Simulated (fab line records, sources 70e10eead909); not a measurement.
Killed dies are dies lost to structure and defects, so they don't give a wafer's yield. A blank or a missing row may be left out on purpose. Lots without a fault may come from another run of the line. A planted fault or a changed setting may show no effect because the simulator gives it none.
fab line records | flow nand_harc
record lots=11 wafers=31 last_day=33
route steps=1302 shown P_BONDPAD@368 END@1302
lots that met no fault: from a run of the same line without faults
start_h: hours from the record's first day to the start of the lot's first wafer shown | wait_h: hours since the lot's step before | " the same as in the row above | L1.1+2: a row that stands for several wafers | - no value, or no start given | * or withheld: withheld | < > ~ a bound
route shown NAME@n: a module of which the file shows steps, and the number in the route of the first | usual: mean/standard deviation of fault-free wafers | same: alike in all rows | chamber/n: place in a boat | sites: the reading at each site | _std_site: their standard deviation | _edge_site: outer sites' mean less inner sites' | radius_mm: how far each site lies from the wafer's centre | mask NAME#n: copy n | behind: the tool/chamber that last shaped the wafer | hold: why the lot was held/for how many hours/how that ended | device: the transistor (n, p or np) that didn't switch | end of line: the same wafers' tests at the end of the route | a step without rows: its recipe alone | killed: dies lost to structure and defects at the first sort, not the wafer's yield | map: a wafer's dies, x killed, . not, _ none there
set.NAME: the setting as run; set.NAME@STEP: as run at that earlier step | model.NAME: the simulator's own value behind a step, which no gauge read
steps of the route over a sample of lots; a table a step, a row a wafer
services: from which hour (start_h, from the record's first day; less than 0 if before it) a tool's chamber was out of use, for how many hours, and why
## steps
# step NHARC_P_BONDPAD_ETCH_37
# recipe target_depth_a=600 overetch_a=180 time_s=65.91 ion_energy_ev=200 n2_flow_sccm=150 h2_flow_sccm=150 ar_flow_sccm=0 rf_w=400 bias_w=150 chemistry=N2/H2
# usual drypump_motor_current_A=5.7/0.31 oes_product_au=1.000/0.011 rf_fwd_power_W=395.7/1.8 rf_vpp_V=431.3/2.1 run_length_s=87.2/0.48 showerhead_plenum_p_Torr=2.07/0.07 throttle_valve_pct=14.171/0.0091
# columns lot.wafer tool chamber start_h wait_h drypump_motor_current_A oes_product_au rf_fwd_power_W rf_hours_counter_h rf_vpp_V run_length_s showerhead_plenum_p_Torr throttle_valve_pct
L439.1 rie_diel-05 2 141.16 0.1 5.9 1.000 397.9 3.5 433.4 86.9 2.16 14.162
L439.5 " 0 " " 5.6 1.006 395.8 - 432.5 87.6 2.13 14.167
L439.6 " 1 " " 5.8 0.998 395.3 - 432.5 87.8 2.12 14.173
L440.1 rie_diel-05 0 148.47 0.1 5.7 0.996 396.3 4.3 432.6 87.7 2.13 14.171
L440.4 " 1 " " 5.8 0.988 392.1 3.6 433.6 87.3 2.12 14.161
L440.5 " 0 " " 5.7 1.006 396.4 - 432.9 88.1 2.14 14.173
L441.3 rie_diel-12 2 153.94 0.1 5.1 1.031 392.3 2.7 430.3 86.8 2.05 14.168
L441.6 " 0 " " 5.7 1.012 395.7 - 428.9 86.5 1.97 14.167
L441.4 " 1 " " 5.2 0.987 392.7 - 428.3 88.2 1.94 14.175
L445.4 rie_diel-12 1 204.21 0.1 5.2 0.974 394.6 5.1 426.7 87.7 1.94 14.170
L445.3 " 2 " " 5.1 1.011 394.6 6.0 430.7 86.7 2.04 14.183
L445.5 " 0 " " 5.7 0.993 396.2 - 429.0 86.6 1.97 14.180
L451.2 rie_diel-07 1 262.61 0.1 6.1 0.982 394.7 3.8 434.4 87.8 2.17 14.164
L451.4 " 2 " " 6.1 0.982 396.7 3.1 431.9 87.5 2.12 14.174
L453.3 rie_diel-05 3 281.54 0.1 5.3 1.009 396.4 2.9 428.3 87.2 2.01 14.162
L453.2 " 1 " " 5.8 1.000 394.0 3.2 434.4 87.7 2.11 14.183
L457.2 rie_diel-07 1 311.65 0.1 6.1 1.016 395.2 0.1 433.6 87.4 2.17 14.176
L457.1 " 2 " " 6.1 1.008 396.8 0.1 433.8 87.6 2.12 14.172
L457.5 " 1 " " 6.1 1.009 394.0 - 432.9 87.7 2.17 14.182
L459.4 rie_diel-07 0 331.28 0.1 5.5 0.992 394.4 0.5 432.4 87.1 2.04 14.170
L459.3 " 3 " " 5.9 0.998 397.0 0.5 431.5 86.4 2.06 14.164
L459.6 " 0 " " 5.5 0.988 396.0 - 431.5 87.0 2.04 14.184
L460.3 rie_diel-12 2 346.63 0.1 5.2 1.003 391.6 3.1 431.4 86.7 2.04 14.171
L460.5 " 3 " " 6.1 0.983 397.5 - 433.0 87.0 2.10 14.162
L460.6 " 0 " " 5.7 1.005 397.1 - 428.7 87.2 1.97 14.167
L461.1 rie_diel-05 1 355.21 0.1 5.8 0.992 394.6 7.0 434.0 87.6 2.11 14.168
L461.2 " 3 " " 5.3 1.010 397.5 7.1 429.1 87.0 2.01 14.168
L461.5 " 2 " " 5.9 1.002 398.3 - 432.8 87.0 2.16 14.176
L462.3 rie_diel-07 3 361.27 0.1 5.9 0.991 397.3 1.0 430.4 86.4 2.06 14.163
L462.5 " 2 " " 6.1 1.000 395.8 - 433.7 87.1 2.12 14.180
L462.4 " 3 " " 5.9 0.999 397.4 - 431.9 86.8 2.06 14.177
# step NHARC_P_BONDPAD_STRIP_15
# recipe o2_flow_sccm=500 ar_flow_sccm=0 bias_w=0 chemistry=O2
# usual drypump_motor_current_A=5.73/0.29 oes_product_au=0.998/0.012 rf_vpp_V=57.9/0.9 showerhead_plenum_p_Torr=3.59/0.11 throttle_valve_pct=17.036/0.0086
# columns lot.wafer tool chamber start_h wait_h drypump_motor_current_A oes_product_au rf_hours_counter_h rf_vpp_V showerhead_plenum_p_Torr throttle_valve_pct
L439.1 rie_diel-07 2 141.50 0.1 6.11 1.008 0.6 57.1 3.66 17.031
L439.5 " 3 " " 5.93 1.004 - 57.2 3.57 17.032
L439.6 " 0 " " 5.51 0.986 - 58.0 3.53 17.039
L440.1 rie_diel-07 1 148.76 0.1 6.08 0.997 0.9 58.7 3.74 17.040
L440.4 " 2 " " 6.15 1.010 0.7 58.9 3.66 17.045
L440.5 " 2 " " 6.17 1.012 - 57.9 3.66 17.039
L441.3 rie_diel-07 3 154.28 0.1 5.94 0.992 0.7 58.7 3.57 17.035
L441.4 " 0 " " 5.54 0.975 0.9 57.7 3.53 17.052
L441.6 " 0 " " 5.53 0.985 - 58.0 3.53 17.027
L445.3 rie_diel-05 3 204.51 0.1 5.37 0.999 8.3 57.1 3.48 17.029
L445.4 " 0 " " 5.67 1.007 7.8 58.3 3.67 17.030
L445.5 " 3 " " 5.37 1.001 - 57.6 3.48 17.027
L451.2 rie_diel-07 1 262.90 0.1 6.06 0.990 3.9 58.8 3.73 17.033
L451.4 " 3 " " 5.92 1.008 3.5 58.2 3.57 17.043
L453.3 rie_diel-07 0 281.83 0.1 5.57 0.989 4.4 57.5 3.53 17.024
L453.2 " 3 " " 5.93 0.999 3.9 57.5 3.57 17.029
L457.2 rie_diel-12 0 311.94 0.1 5.73 0.984 2.1 57.3 3.42 17.039
L457.1 " 3 " " 6.04 0.980 2.2 56.7 3.63 17.030
L457.5 " 0 " " 5.73 0.996 - 57.8 3.42 17.026
L459.4 rie_diel-05 3 331.59 0.1 5.35 1.033 5.9 56.2 3.48 17.040
L459.3 " 0 " " 5.66 1.023 5.6 59.5 3.67 17.038
L459.6 " 0 " " 5.65 1.020 - 59.2 3.67 17.048
L460.3 rie_diel-05 3 346.93 0.1 5.37 1.010 6.8 56.9 3.48 17.039
L460.6 " 2 " " 5.90 1.001 - 57.7 3.71 17.028
L460.5 " 3 " " 5.39 1.011 - 57.0 3.48 17.038
L461.1 rie_diel-12 0 355.51 0.1 5.72 0.995 3.4 58.0 3.42 17.043
L461.2 " 2 " " 5.18 0.999 3.4 58.7 3.53 17.030
L461.5 " 1 " " 5.24 0.982 - 57.1 3.37 17.041
L462.4 rie_diel-12 1 361.60 0.1 5.24 0.980 3.8 56.6 3.37 17.031
L462.3 " 3 " " 6.04 0.980 4.3 56.9 3.63 17.042
L462.5 " 1 " " 5.26 0.988 - 57.8 3.37 17.049
# step NHARC_P_BONDPAD_ETCH_24
# recipe target_depth_a=300 over_etch_frac=0.3 time_s=72.99 ion_energy_ev=150 cf4_flow_sccm=50 n2_flow_sccm=100 ar_flow_sccm=150 rf_w=300 bias_w=100 chemistry=CF4/N2
# usual drypump_motor_current_A=5.75/0.29 oes_product_au=0.998/0.013 rf_fwd_power_W=297.2/1.4 rf_vpp_V=315.0/1.5 run_length_s=94.3/0.45 showerhead_plenum_p_Torr=2.68/0.077 throttle_valve_pct=19.793/0.0089
# same over_etch_frac=0.3
# columns lot.wafer tool chamber start_h wait_h drypump_motor_current_A oes_product_au rf_fwd_power_W rf_hours_counter_h rf_vpp_V run_length_s showerhead_plenum_p_Torr throttle_valve_pct
L439.1 rie_diel-07 2 141.62 - 6.13 1.007 297.2 0.6 315.4 94.1 2.73 19.790
L439.6 " 0 " " 5.55 0.978 296.1 - 315.4 94.6 2.63 19.799
L439.5 " 1 " " 6.06 0.994 295.4 - 316.6 95.3 2.78 19.796
L440.1 rie_diel-07 3 148.91 - 5.93 0.986 298.9 0.6 314.7 93.6 2.66 19.789
L440.4 " 0 " " 5.44 0.980 297.7 0.8 316.1 94.1 2.63 19.794
L440.5 " 3 " " 5.92 0.997 299.1 - 312.0 93.6 2.66 19.795
L441.4 rie_diel-07 1 154.43 - 6.08 0.976 298.0 1.1 316.0 94.7 2.78 19.792
L441.3 " 2 " " 6.14 1.006 296.4 0.9 316.3 94.0 2.73 19.809
L441.6 " 2 " " 6.14 0.997 298.2 - 315.7 94.5 2.73 19.800
L445.4 rie_diel-05 0 204.66 - 5.65 1.005 298.0 7.8 316.0 95.5 2.74 19.800
L445.3 " 2 " " 5.88 1.013 299.4 7.8 316.0 94.1 2.77 19.809
L445.5 " 0 " " 5.65 1.008 298.6 - 316.2 95.0 2.74 19.789
L451.4 rie_diel-07 2 263.06 - 6.11 0.993 - 3.2 315.4 78.0 2.72 19.787
L451.2 " 3 " " 5.93 1.026 - 3.5 315.7 77.1 2.66 19.792
L453.2 rie_diel-07 3 282.00 - 5.94 1.009 - 4.0 314.2 78.0 2.65 19.790
L453.3 " 0 " " 5.47 0.990 296.5 4.4 312.6 94.5 2.63 19.788
L457.2 rie_diel-12 0 312.11 - 5.74 0.986 298.1 2.1 311.5 93.9 2.55 19.779
L457.1 " 1 " " 5.21 0.982 295.3 1.9 312.6 94.7 2.51 19.794
L457.5 " 3 " " 6.04 0.995 297.6 - 314.8 93.9 2.70 19.784
L459.3 rie_diel-05 3 331.75 - 5.38 1.004 298.9 5.9 314.0 94.1 2.59 19.792
L459.4 " 0 " " 5.67 1.018 298.7 5.6 315.7 95.3 2.73 19.799
L459.6 " 1 " " 5.84 0.989 295.5 - 315.2 94.3 2.71 19.788
L460.3 rie_diel-05 0 347.06 - 5.66 1.007 299.9 6.3 314.9 95.2 2.73 19.805
L460.5 " 0 " " 5.65 1.021 298.4 - 314.7 95.2 2.73 19.788
L460.6 " 1 " " 5.84 0.993 297.0 - 315.2 94.5 2.71 19.781
L461.2 rie_diel-12 0 355.67 - 5.72 1.005 296.9 3.5 313.5 94.1 2.55 19.810
L461.1 " 1 " " 5.24 0.979 299.6 2.8 312.2 94.6 2.51 19.784
L461.5 " 3 " " 6.08 0.981 297.9 - 315.4 94.5 2.70 19.773
L462.3 rie_diel-12 3 361.74 - 6.07 0.989 296.6 4.3 314.8 94.2 2.70 19.802
L462.4 " 1 " " 5.19 0.987 297.1 3.9 312.5 94.9 2.51 19.799
L462.5 " 3 " " 6.06 0.991 297.6 - 317.1 94.2 2.70 19.806
# step NHARC_P_BONDPAD_PVD_17
# recipe target_thk_a=50 bias_v=168.6 power_w=15000 chamber_pressure_pa=0.12 time_s=8.06 substrate_temp_c=50 material=TaN
# usual throttle_valve_pct=29.8/1
# columns lot.wafer tool chamber start_h wait_h throttle_valve_pct
L439.1 pvd_sputter-01 - - - 28.8
L439.5 " - " " 32.2
L439.6 " - " " 29.0
L440.4 pvd_sputter-03 - - - 29.4
L440.1 " - " " 29.2
L440.5 " - " " 30.0
L441.4 pvd_sputter-03 - - - 30.0
L441.3 " - " " 29.4
L441.6 " - " " 30.4
L445.3 pvd_sputter-03 - - - 30.9
L445.4 " - " " 30.2
L445.5 " - " " 29.1
L451.4 pvd_sputter-02 - - - 29.5
L451.2 " - " " 28.8
L453.2 pvd_sputter-01 - - - 30.4
L453.3 " - " " 32.2
L457.1 pvd_sputter-01 - - - 30.2
L457.2 " - " " 32.1
L457.5 " - " " 30.4
L459.4 pvd_sputter-01 - - - 30.5
L459.3 " - " " 28.7
L459.6 " - " " 30.4
L460.3 pvd_sputter-02 - - - 29.8
L460.5 " - " " 31.1
L460.6 " - " " 28.5
L461.1 pvd_sputter-02 - - - 30.8
L461.2 " - " " 28.3
L461.5 " - " " 30.2
L462.3 pvd_sputter-01 - - - 28.7
L462.4 " - " " 32.2
L462.5 " - " " 30.1
# step NHARC_END_SORT_01
# recipe temp_c=25
# usual defect_limited_yield=91/3.1 killed_at_array=54/21 killed_at_other=0.9/1.1 killed_at_periphery=3.5/2.5 killed_dies=58/21 killed_open=3.3/1.9 killed_short=2.6/1.8 sort_bin_2_pct=3.0/1.4 sort_bin_3_pct=0.6/0.41 sort_bin_4_pct=4.9/1.7 sort_n_pass=619/21 sort_rim_yield_pct=92/4 sort_yield_pct=91/3.1
# same gross_dies=677 sort_bin_5_pct[%]=0 sort_bin_6_pct[%]=0 sort_bin_7_pct[%]=0 sort_bin_8_pct[%]=0 sort_rim_n_gross=106.00
# columns lot.wafer tool chamber start_h wait_h defect_limited_yield[%] killed_at_array killed_at_other killed_at_periphery killed_dies killed_open killed_short sort_bin_2_pct[%] sort_bin_3_pct[%] sort_bin_4_pct[%] sort_n_pass sort_rim_yield_pct[%] sort_yield_pct[%]
L453.2 prober-02 0 706.27 2.8 93 45 3 2 50 3 0 2.2 0.6 4.6 627 97 93
L453.3 prober-02 0 707.06 3.1 91 55 2 3 60 3 3 1.5 0.4 6.9 617 97 91
L457.1 prober-02 0 732.17 2.5 92 55 0 2 57 4 0 3.0 0.9 4.6 620 91 92
L457.2 prober-02 0 732.97 2.8 90 65 2 2 69 6 2 3.0 0.3 6.9 608 85 90
L457.5 prober-02 0 735.36 3.7 91 60 0 4 64 6 4 3.0 0.6 5.9 613 87 91
L459.3 prober-02 0 749.53 3.1 86 87 1 4 92 4 6 5.5 1.2 6.9 585 89 86
L459.4 prober-02 0 750.33 3.4 88 77 1 3 81 5 2 5.6 0.3 6.1 596 91 88
L459.6 prober-02 0 751.92 4.0 86 94 1 2 97 3 4 4.3 1.5 8.6 580 87 86
L461.1 prober-02 0 786.07 2.5 95 26 6 2 34 7 2 1.2 0.3 3.5 643 95 95
L461.2 prober-02 0 786.85 2.8 96 22 1 4 27 5 4 1.6 0 2.4 650 94 96
L461.5 prober-02 0 789.21 3.6 96 26 1 2 29 6 4 1.6 0.1 2.5 648 97 96
L460.3 prober-01 0 787.63 3.1 90 65 1 1 67 1 3 3.1 0.4 6.4 610 85 90
L460.5 prober-01 0 789.22 3.7 89 74 0 2 76 5 3 3.4 0.9 6.9 601 83 89
L460.6 prober-01 0 790.01 4.0 93 41 1 5 47 2 4 1.8 1.2 4.0 630 90 93
# killed by level:class
L453.2 A_CHANNEL_HOLE_D1:chamber_film_flake=33 A_CONTACT:chamber_film_flake=4 THIN_TSV:chamber_film_flake=3 A_WL_FILL:geometric_particle:open=2 A_DECK1_JOINT:chamber_film_flake=2 A_STAIRCASE:chamber_film_flake=2 A_M0:geometric_particle:open=1 P_STI:chamber_film_flake=1
L453.3 A_CHANNEL_HOLE_D1:chamber_film_flake=38 A_SLIT:chamber_film_flake=4 A_STAIRCASE:chamber_film_flake=4 A_CHANNEL_FILL_D2:chamber_film_flake=2 A_CONTACT:chamber_film_flake=2 P_CONTACT:geometric_particle:short=1 P_CONTACT:geometric_particle:open=1 A_ONON_D1:geometric_particle:open=1
L457.1 A_SLIT:chamber_film_flake=21 A_CHANNEL_HOLE_D1:chamber_film_flake=12 A_CONTACT:chamber_film_flake=11 A_DECK1_JOINT:chamber_film_flake=3 P_BONDPAD:chamber_film_flake=2 A_CHANNEL_FILL_D1:geometric_particle:open=1 A_DECK1_JOINT:geometric_particle:open=1 A_CHANNEL_FILL_D2:geometric_particle:open=1
L457.2 A_SLIT:chamber_film_flake=32 A_CONTACT:chamber_film_flake=13 A_CHANNEL_HOLE_D1:chamber_film_flake=8 P_BONDPAD:chamber_film_flake=2 A_CHANNEL_FILL_D2:geometric_particle:open=2 A_STAIRCASE:chamber_film_flake=2 THIN_TSV:chamber_film_flake=2 A_ONON_D1:geometric_particle:open=1
L457.5 A_SLIT:chamber_film_flake=21 A_CONTACT:chamber_film_flake=13 A_CHANNEL_HOLE_D1:chamber_film_flake=12 P_BONDPAD:chamber_film_flake=3 A_ONON_D2:geometric_particle:short=2 A_WL_FILL:chamber_film_flake=2 A_ONON_D1:geometric_particle:open=1 A_CHANNEL_HOLE_D1:geometric_particle:short=1
L459.3 A_CHANNEL_HOLE_D1:chamber_film_flake=29 A_SLIT:chamber_film_flake=22 A_CHANNEL_HOLE_D2:chamber_film_flake=18 A_CONTACT:chamber_film_flake=5 A_WL_FILL:geometric_particle:short=2 P_ZERO_WELL:chamber_film_flake=2 A_CHANNEL_FILL_D1:chamber_film_flake=2 P_GATE:geometric_particle:open=1
L459.4 A_CHANNEL_HOLE_D1:chamber_film_flake=30 A_SLIT:chamber_film_flake=25 A_CHANNEL_HOLE_D2:chamber_film_flake=12 A_CHANNEL_FILL_D1:chamber_film_flake=3 P_CONTACT:geometric_particle:open=2 A_DECK1_JOINT:geometric_particle:short=2 A_ONON_D1:geometric_particle:open=1 A_ONON_D2:geometric_particle:open=1
L459.6 A_CHANNEL_HOLE_D1:chamber_film_flake=36 A_SLIT:chamber_film_flake=30 A_CHANNEL_HOLE_D2:chamber_film_flake=11 A_DECK1_JOINT:chamber_film_flake=3 A_ONON_D1:geometric_particle:short=2 A_CHANNEL_FILL_D1:geometric_particle:short=2 A_WL_FILL:geometric_particle:open=2 A_CHANNEL_FILL_D2:chamber_film_flake=2
L461.1 A_SLIT:chamber_film_flake=8 A_STAIRCASE:chamber_film_flake=4 THIN_TSV:chamber_film_flake=4 STARTING-WAFER:geometric_particle:short=2 A_M0:chamber_film_flake=2 P_STI:geometric_particle:open=1 A_CHANNEL_FILL_D1:geometric_particle:open=1 A_ONON_D2:geometric_particle:open=1
L461.2 A_SLIT:chamber_film_flake=6 A_CHANNEL_FILL_D1:chamber_film_flake=2 A_CONTACT:chamber_film_flake=2 P_M0:geometric_particle:open=1 P_M0:geometric_particle:short=1 A_CHANNEL_HOLE_D1:geometric_particle:open=1 A_CHANNEL_FILL_D1:geometric_particle:short=1 A_DECK1_JOINT:geometric_particle:open=1
L460.3 A_CHANNEL_HOLE_D2:chamber_film_flake=19 A_SLIT:chamber_film_flake=19 A_CONTACT:chamber_film_flake=10 A_CHANNEL_HOLE_D1:chamber_film_flake=9 A_DECK1_JOINT:chamber_film_flake=3 A_CHANNEL_HOLE_D2:geometric_particle:short=1 A_CHANNEL_FILL_D2:geometric_particle:short=1 A_BLC:geometric_particle:open=1
L461.5 A_SLIT:chamber_film_flake=7 A_WL_FILL:geometric_particle:open=3 A_ONON_D1:geometric_particle:open=2 A_STAIRCASE:chamber_film_flake=2 A_CONTACT:chamber_film_flake=2 A_SOURCE_PLATE:geometric_particle:short=1 A_CHANNEL_FILL_D1:geometric_particle:short=1 A_CHANNEL_FILL_D2:geometric_particle:short=1
L460.5 A_CHANNEL_HOLE_D2:chamber_film_flake=22 A_SLIT:chamber_film_flake=18 A_CHANNEL_HOLE_D1:chamber_film_flake=13 A_CONTACT:chamber_film_flake=10 A_DECK1_JOINT:geometric_particle:short=3 P_STI:chamber_film_flake=2 A_STAIRCASE:chamber_film_flake=2 A_ONON_D1:geometric_particle:open=1
L460.6 A_SLIT:chamber_film_flake=15 A_CHANNEL_HOLE_D2:chamber_film_flake=8 A_CONTACT:chamber_film_flake=7 A_CHANNEL_HOLE_D1:chamber_film_flake=3 A_SOURCE_PLATE:geometric_particle:short=2 P_STI:chamber_film_flake=2 A_CHANNEL_FILL_D2:chamber_film_flake=2 P_GATE:geometric_particle:short=1
## services
# columns tool chamber start_h hours kind
rie_diel-07 - 117.20 9.0 pm
rie_diel-12 - 142.05 0.9 repair
rie_diel-12 3 151.57 7.4 repair
rie_diel-07 2 161.82 7.6 repair
pvd_sputter-03 - 170.00 10.0 pm
rie_diel-07 3 177.97 5.0 repair
rie_diel-12 3 180.08 8.4 repair
pvd_sputter-01 - 195.98 1.2 repair
rie_diel-12 1 209.15 14.6 repair
pvd_sputter-03 - 216.32 96.8 repair
pvd_sputter-01 - 217.55 24.7 repair
rie_diel-05 - 229.60 9.0 pm
pvd_sputter-02 - 234.56 4.7 repair
pvd_sputter-01 - 242.28 10.0 pm
rie_diel-05 0 243.66 16.9 repair
rie_diel-07 2 245.21 9.8 repair
pvd_sputter-01 - 259.55 15.2 repair
rie_diel-12 - 268.40 9.0 pm
rie_diel-07 - 294.20 9.0 pm
rie_diel-05 - 334.32 0.8 repair
rie_diel-12 1 335.99 2.9 repair
rie_diel-07 3 342.91 16.7 repair
pvd_sputter-03 - 348.00 10.0 pm
rie_diel-07 0 356.81 15.2 repair
## key
first_sign step=NHARC_P_BONDPAD_ETCH_24 reading=run_length_s direction=down sigmas=37 usual=* struck=*
effect none on later readings
met_at NHARC_P_BONDPAD_ETCH_24
struck_lots L451,L453
struck_wafers L451.2,L451.4,L453.2
not_acting_at NHARC_P_BONDPAD_ETCH_37,NHARC_P_BONDPAD_STRIP_15,NHARC_P_BONDPAD_PVD_17
onset_between 154.43 263.06
fault kind=process_parameter_drift tool=rie_diel-07 chamber=- onset_h=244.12 steps=NHARC_P_BONDPAD_ETCH_24 channel=time_s offset=* shape=step end_h=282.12 scope=struck_wafers_only acts_in=* stated=*
